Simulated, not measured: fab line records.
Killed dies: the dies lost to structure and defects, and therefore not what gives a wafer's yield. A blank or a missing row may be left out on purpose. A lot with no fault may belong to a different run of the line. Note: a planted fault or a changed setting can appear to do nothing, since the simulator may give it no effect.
Which tool did it? ; flow n5-finfet ; 33 wafers from 11 lots sampled at 4 of the route's 1938 steps

== WHAT THE GAUGES SHOWED, per wafer ==
N5_BEOL_M14_THK_MEAS_01. Usual: for M14_ILD_THK the level is 1116 nm and the standard deviation is 16.
lot;measured;on;M14_ILD_THK (nm);flag
L451;day 12 01:13;film-metro-01;1097 1114 1103;
L450;day 12 08:22;film-metro-02;1107 1123 1108;
L452;day 12 13:20;film-metro-01;1102 1118 1107;
L455;day 13 07:46;film-metro-01;1104 1106 1127;
L458;day 13 19:29;film-metro-01;1091 1109 1094;
L457;day 13 23:10;film-metro-02;1091 1128 1123;
L462;day 15 06:47;film-metro-02;1121 1135 1127;
L464;day 15 07:03;film-metro-01;1124 1106 1140;
L468;day 16 02:34;film-metro-02;1126 1163 1136;
L470;day 16 16:48;film-metro-02;1116 1104 1115;
L469;day 16 20:53;film-metro-02;1106 1121 1097;

N5_BEOL_M14_INSPECT_30: inspects for defects (macro). Usual: raw-defect-count reads 2.1 (standard deviation 1.4).
lot;measured;on;raw-defect-count;flag
L451;day 12 02:36;defect-inspect-01;1 1 3;
L450;day 12 09:42;defect-inspect-01;4 0 3;
L452;day 12 14:40;defect-inspect-01;2 1 3;
L455;day 13 09:49;defect-inspect-01;3 3 4;
L458;day 13 21:41;defect-inspect-02;3 3 0;
L457;day 14 00:31;defect-inspect-02;0 0 3;
L462;day 15 08:29;defect-inspect-01;1 1 3;
L464;day 15 08:42;defect-inspect-02;1 3 2;
L468;day 16 04:07;defect-inspect-02;1 1 1;
L470;day 16 18:16;defect-inspect-02;2 3 0;
L469;day 16 22:29;defect-inspect-01;2 4 1;

== WHAT TOOL EACH LOT RAN ON (gives the tool, then ch and the chambers of the sampled wafers, and finally the start) ==
lot;N5_BEOL_M14_STRIP_64;N5_BEOL_M14_COAT_66
L451;rie-diel-04 ch 1,2,3, day 12 02:16 or earlier;litho-track-04 ch 0, day 12 02:16
L450;rie-diel-06 ch 1,2,3, day 12 09:22 or earlier;litho-track-03 ch 0, day 12 09:22
L452;rie-diel-04 ch 1,2, day 12 14:19 or earlier;litho-track-01 ch 0, day 12 14:19
L455;rie-diel-06 ch 0,1, day 13 09:21 or earlier;litho-track-04 ch 0, day 13 09:21
L458;rie-diel-01 ch 2,3, day 13 21:20 or earlier;litho-track-03 ch 0, day 13 21:20
L457;rie-diel-04 ch 0,2,3, day 14 00:02 or earlier;litho-track-03 ch 0, day 14 00:02
L462;rie-diel-01 ch 0,1,2, day 15 07:59 or earlier;litho-track-03 ch 0, day 15 07:59
L464;rie-diel-04 ch 1,3, day 15 08:22 or earlier;litho-track-01 ch 0, day 15 08:22
L468;rie-diel-04 ch 1,3, day 16 03:38 or earlier;litho-track-04 ch 0, day 16 03:38
L470;rie-diel-01 ch 1,3, day 16 17:48 or earlier;litho-track-04 ch 0, day 16 17:48
L469;rie-diel-01 ch 0,1,2, day 16 22:01 or earlier;litho-track-01 ch 0, day 16 22:01
- N5_BEOL_M14_STRIP_64: strips in O2.
- N5_BEOL_M14_COAT_66: time 60 s, resist thk 110 nm.

== WHAT THE TOOLS THEMSELVES READ (means of the sampled wafers that have a number; where no wafer has one, the mark that the record gives instead) ==
N5_BEOL_M14_STRIP_64. Usual: drypump-motor-current-A 5.7 A, standard deviation 0.32; oes-product-au 0.81 a.u., standard deviation 0.082; rf-vpp-V 3.6 V, standard deviation 0.51; showerhead-plenum-p-Torr 2.12 Torr, standard deviation 0.057; throttle-valve-pct 16.64 %, standard deviation 0.24.
lot;tool;drypump-motor-current-A (A);oes-product-au (a.u.);rf-vpp-V (V);showerhead-plenum-p-Torr (Torr);throttle-valve-pct (%);flag
L451;rie-diel-04;5.7;0.71;4.2;2.08;16.55;
L450;rie-diel-06;5.8;0.84;3.7;2.10;16.57;
L452;rie-diel-04;5.5;0.68;4.0;2.09;16.60;
L455;rie-diel-06;5.8;0.87;3.2;2.08;16.32;
L458;rie-diel-01;5.7;0.86;3.8;2.18;16.79;
L457;rie-diel-04;5.9;0.75;3.5;2.09;16.49;
L462;rie-diel-01;5.5;0.89;3.5;2.17;16.71;
L464;rie-diel-04;5.9;0.79;3.0;2.03;16.53;
L468;rie-diel-04;5.9;0.79;3.9;2.03;16.54;
L470;rie-diel-01;5.5;0.83;3.3;2.12;16.88;
L469;rie-diel-01;5.5;0.85;4.1;2.16;16.76;

N5_BEOL_M14_COAT_66. Usual: plate-temp-C 219.95 C, standard deviation 0.14; spin-speed-rpm 1499.9 rpm, standard deviation 1.1.
lot;tool;plate-temp-C (C);spin-speed-rpm (rpm);flag
L451;litho-track-04;220.01;1500.8;
L450;litho-track-03;219.75;1500.3;
L452;litho-track-01;220.13;1499.8;
L455;litho-track-04;219.96;1500.4;
L458;litho-track-03;219.84;1501.0;
L457;litho-track-03;219.92;1668.2;OFF
L462;litho-track-03;220.07;1669.7;OFF
L464;litho-track-01;220.02;1500.5;
L468;litho-track-04;219.96;1499.0;
L470;litho-track-04;219.99;1499.7;
L469;litho-track-01;219.93;1499.9;

== THE ANSWER, worked out from the rows above alone ==
Rule: lot off if the mean of its wafers having a number is beyond 3 standard deviations from the usual mean. A lot without any number at a reading at which 4 lots or more have one is off too. All remaining lots with rows at the step are treated as sound. First the gauges in route order, then the tools' own readings, where a lot's mean is used as printed above. At the first step where some lot is off, the reading lying furthest off is the one used; lots without a number count as furthest.
Off at N5_BEOL_M14_COAT_66 (spin-speed-rpm): L457, L462.
If a tool, at that step or one of the process steps before it, ran each lot that is off and ran no sound lot following the first of them, it fits. With no start given for some of its lots, N5_BEOL_M14_STRIP_64 uses the hours and lot order of N5_BEOL_M14_COAT_66. One fits: litho-track-03 at N5_BEOL_M14_COAT_66. Its last sound lot is L458 (day 13 21:20), its first lot that is off L457 (day 14 00:02): a fault that began between those two fits.
On the lots that are off, the tool's own readings at N5_BEOL_M14_COAT_66 differ by more than 5 times the standard deviation of the sound lots' means, which bears it out; spin-speed-rpm reads 1669.0 rpm there versus 1500.2 rpm on the sound lots.

== WHAT THE SIMULATOR PUT IN ==
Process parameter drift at N5_BEOL_M14_COAT_66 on litho-track-03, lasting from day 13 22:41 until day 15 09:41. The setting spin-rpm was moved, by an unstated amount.
Lots struck among those shown: L457, L462. The rule above found the same.
